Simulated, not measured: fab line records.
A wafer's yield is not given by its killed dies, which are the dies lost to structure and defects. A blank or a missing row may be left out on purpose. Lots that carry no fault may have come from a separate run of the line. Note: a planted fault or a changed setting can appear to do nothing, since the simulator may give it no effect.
Which tool was responsible?    flow nand harc    13 lots, 39 wafers sampled, at 6 steps of a route of 1302

WHAT THE GAUGES SHOWED, per wafer
NHARC_A_BONDPAD_OVL_MEAS_35. Usual: overlay x nm 0 nm, standard deviation 5.6; overlay y nm 1 nm, standard deviation 6.7.
lot   measured      on          overlay x nm (nm)  overlay y nm (nm)  flag
L805  day 23 10:32  overlay-01  1 1 1              0 0 0              
L804  day 23 18:25  overlay-01  -1 -1 -1           0 0 0              
L812  day 26 04:53  overlay-02  1 1 2              2 3 2              
L811  day 26 08:51  overlay-01  5 4 5              4 5 4              
L817  day 28 16:08  overlay-01  -5 -5 -5           4 4 4              
L820  day 29 22:07  overlay-01  -3 -3 -3           4 4 4              
L818  day 30 03:53  overlay-02  -3 -4 -3           -5 -5 -6           
L819  day 30 05:01  overlay-01  -7 -6 -7           -9 -9 -8           
L822  day 30 22:37  overlay-01  -6 -7 -6           7 6 7              
L824  day 31 02:46  overlay-01  -2 -3 -2           -7 -8 -7           
L826  day 31 08:11  overlay-01  4 5 4              -3 -3 -3           
L825  day 31 12:04  overlay-01  -4 -3 -3           6 5 5              
L827  day 32 18:16  overlay-01  1 2 1              -7 -7 -6           

NHARC_A_BONDPAD_THK_MEAS_20: measures by xrf. Usual: thk nm 169.7 nm, standard deviation 1.6.
lot   measured      on             thk nm (nm)                    flag
L805  day 23 13:00  film metro-01  168.9 168.8 168.9              
L804  day 23 20:53  film metro-02  166.1 168.9 169.2              
L812  day 26 07:22  film metro-01  30.3 28.8 29.8 29.1 30.1 29.3  OFF
L811  day 26 11:23  film metro-02  29.8 29.7 32.3 28.4 30.8 29.1  OFF
L817  day 28 18:36  film metro-01  166.6 168.5 166.8              
L820  day 30 00:42  film metro-01  170.5 169.7 168.8              
L818  day 30 06:34  film metro-02  170.5 170.8 170.0              
L819  day 30 07:35  film metro-01  169.5 168.6 169.2              
L822  day 31 01:32  film metro-01  168.6 166.3 166.7              
L824  day 31 05:16  film metro-01  170.8 170.4 168.4              
L826  day 31 10:41  film metro-02  169.9 168.9 170.0              
L825  day 31 14:32  film metro-01  171.5 168.9 169.5              
L827  day 32 20:49  film metro-01  171.8 170.9 170.1              

NHARC_A_BONDPAD_INSPECT_23. Usual: raw defect count 538, standard deviation 120.
lot   measured      on                 raw defect count  flag
L805  day 23 13:12  defect inspect-02  529 408 764       
L804  day 23 21:05  defect inspect-01  622 615 681       
L817  day 28 18:50  defect inspect-01  397 496 361       
L820  day 30 00:54  defect inspect-02  609 549 660       
L818  day 30 06:47  defect inspect-01  431 680 600       
L819  day 30 07:47  defect inspect-02  693 619 592       
L822  day 31 01:44  defect inspect-02  502 614 689       
L824  day 31 05:29  defect inspect-01  613 587 530       
L826  day 31 10:54  defect inspect-02  446 549 845       
L825  day 31 14:45  defect inspect-02  476 492 585       
L827  day 32 21:01  defect inspect-01  498 551 452       

NHARC_END_SORT_01. Usual: defect limited yield 91.6 %, standard deviation 2.8; killed at array 52, standard deviation 18; killed at other 0.6, standard deviation 1.1; killed at periphery 3.7, standard deviation 2.4; killed dies 57, standard deviation 19; killed open 3.1, standard deviation 1.7; killed short 2.5, standard deviation 1.7; sort_bin_2_pct 3.0 %, standard deviation 1.2; sort_bin_3_pct 0.6 %, standard deviation 0.38; sort_bin_4_pct 4.8 %, standard deviation 1.7; sort n pass 620, standard deviation 19; sort rim yield pct 91 %, standard deviation 4.1; sort yield pct 91.6 %, standard deviation 2.8.
lot   measured      on         defect limited yield (%)  killed at array  killed at other  killed at periphery  killed dies  killed open  killed short  sort_bin_2_pct (%)  sort_bin_3_pct (%)  sort_bin_4_pct (%)  sort n pass  sort rim yield pct (%)  sort yield pct (%)  flag
L804  day 25 11:07  prober-01  94.1 92.5 96.0            39 48 26         0 0 0            1 3 1                40 51 27     2 4 1        3 2 2         3.5 2.2 1.6         0.6 0.4 0.1         1.8 4.9 2.2         637 626 650  94 93 99                94.1 92.5 96.0      
L817  day 30 00:25  prober-02  97.5 94.5 95.4            16 32 29         0 1 0            1 4 2                17 37 31     3 8 1        0 0 2         0.6 1.9 1.0         0.1 0.1 0.6         1.8 3.4 3.0         660 640 646  99 93 97                97.5 94.5 95.4      
L827  day 34 04:11  prober-01  90.1 90.7 90.0            64 60 65         0 2 1            3 1 2                67 63 68     3 1 3        3 3 2         3.0 3.0 4.6         0.3 0.7 1.6         6.6 5.6 3.8         610 614 609  93 91 90                90.1 90.7 90.0      

EACH LOT AND THE TOOL THAT RAN IT (in order: tool; ch and the chambers of the sampled wafers; start)
lot   NHARC_A_BONDPAD_PVD_17                   NHARC_A_BONDPAD_ECD_18
L805  pvd sputter-01, day 23 12:01 or earlier  ecd cu-02 ch 0,1, day 23 12:01
L804  pvd sputter-01, day 23 19:56 or earlier  ecd cu-02 ch 0,1, day 23 19:56
L812  pvd sputter-01, day 26 06:22 or earlier  ecd cu-01 ch 0,1, day 26 06:22
L811  pvd sputter-03, day 26 10:20 or earlier  ecd cu-02 ch 0,1, day 26 10:20
L817  pvd sputter-01, day 28 17:43 or earlier  ecd cu-02 ch 0,1, day 28 17:43
L820  pvd sputter-02, day 29 23:40 or earlier  ecd cu-02 ch 0,1, day 29 23:40
L818  pvd sputter-01, day 30 05:31 or earlier  ecd cu-01 ch 0,1, day 30 05:31
L819  pvd sputter-02, day 30 06:30 or earlier  ecd cu-02 ch 0,1, day 30 06:30
L822  pvd sputter-01, day 31 00:35 or earlier  ecd cu-01 ch 0,1, day 31 00:35
L824  pvd sputter-01, day 31 04:11 or earlier  ecd cu-02 ch 0,1, day 31 04:11
L826  pvd sputter-01, day 31 09:38 or earlier  ecd cu-01 ch 0,1, day 31 09:38
L825  pvd sputter-03, day 31 13:32 or earlier  ecd cu-02 ch 0,1, day 31 13:32
L827  pvd sputter-03, day 32 19:52 or earlier  ecd cu-02 ch 0,1, day 32 19:52
- NHARC_A_BONDPAD_PVD_17: deposits TaN, target thk 5 nm, time 8.06 s.
- NHARC_A_BONDPAD_ECD_18: material Cu, target thk 400 nm.

WHAT THE TOOLS THEMSELVES READ (means of the sampled wafers that have a number; where no wafer has one, the mark that the record gives instead)
NHARC_A_BONDPAD_PVD_17. Usual: throttle valve pct 30.4 %, standard deviation 1.1.
lot   tool            throttle valve pct (%)  flag
L805  pvd sputter-01  30.2                    
L804  pvd sputter-01  30.2                    
L812  pvd sputter-01  31.2                    
L811  pvd sputter-03  29.8                    
L817  pvd sputter-01  31.3                    
L820  pvd sputter-02  31.1                    
L818  pvd sputter-01  30.7                    
L819  pvd sputter-02  30.4                    
L822  pvd sputter-01  30.0                    
L824  pvd sputter-01  30.5                    
L826  pvd sputter-01  31.5                    
L825  pvd sputter-03  30.2                    
L827  pvd sputter-03  30.2                    

NHARC_A_BONDPAD_ECD_18. Usual: bath heat duty pct 6.6 %, standard deviation 0.89; bath temp c 25.00 C, standard deviation 0.1.
lot   tool       bath heat duty pct (%)  bath temp c (C)  flag
L805  ecd cu-02  7.0                     24.86            
L804  ecd cu-02  6.9                     25.00            
L812  ecd cu-01  -                       -                OFF
L811  ecd cu-02  -                       -                OFF
L817  ecd cu-02  7.7                     24.98            
L820  ecd cu-02  7.4                     25.05            
L818  ecd cu-01  6.1                     24.93            
L819  ecd cu-02  6.9                     24.97            
L822  ecd cu-01  5.6                     24.98            
L824  ecd cu-02  7.1                     24.95            
L826  ecd cu-01  6.3                     24.99            
L825  ecd cu-02  7.5                     25.04            
L827  ecd cu-02  7.0                     25.04            

THE ANSWER, worked out from the rows above alone
Rule: take the mean of a lot's wafers that have a number; if it is more than 3 standard deviations from the usual mean, the lot is off. A lot without any number at a reading at which 4 lots or more have one is off too. Where the step has rows for the other lots, those lots are counted as sound. After the gauges, taken in route order, come the tools' own readings; for these a lot's mean is taken, as printed above. The first step at which some lot is off is used, and at that step the reading that is off furthest; a lot without a number counts as furthest.
Off at NHARC_A_BONDPAD_THK_MEAS_20 (thk nm): L812, L811.
A tool fits if, at a process step before that reading, it ran every lot that is off, and no sound lot after the first of them. The gauges at NHARC_A_BONDPAD_THK_MEAS_20 aren't tried: what is off there is off at NHARC_A_BONDPAD_ECD_18 too, on other tools, and a gauge's error can't cause that. With no start given for some of its lots, NHARC_A_BONDPAD_PVD_17 uses the hours and lot order of NHARC_A_BONDPAD_ECD_18. None of those tried fits.

WHAT WAS PUT IN BY THE SIMULATOR
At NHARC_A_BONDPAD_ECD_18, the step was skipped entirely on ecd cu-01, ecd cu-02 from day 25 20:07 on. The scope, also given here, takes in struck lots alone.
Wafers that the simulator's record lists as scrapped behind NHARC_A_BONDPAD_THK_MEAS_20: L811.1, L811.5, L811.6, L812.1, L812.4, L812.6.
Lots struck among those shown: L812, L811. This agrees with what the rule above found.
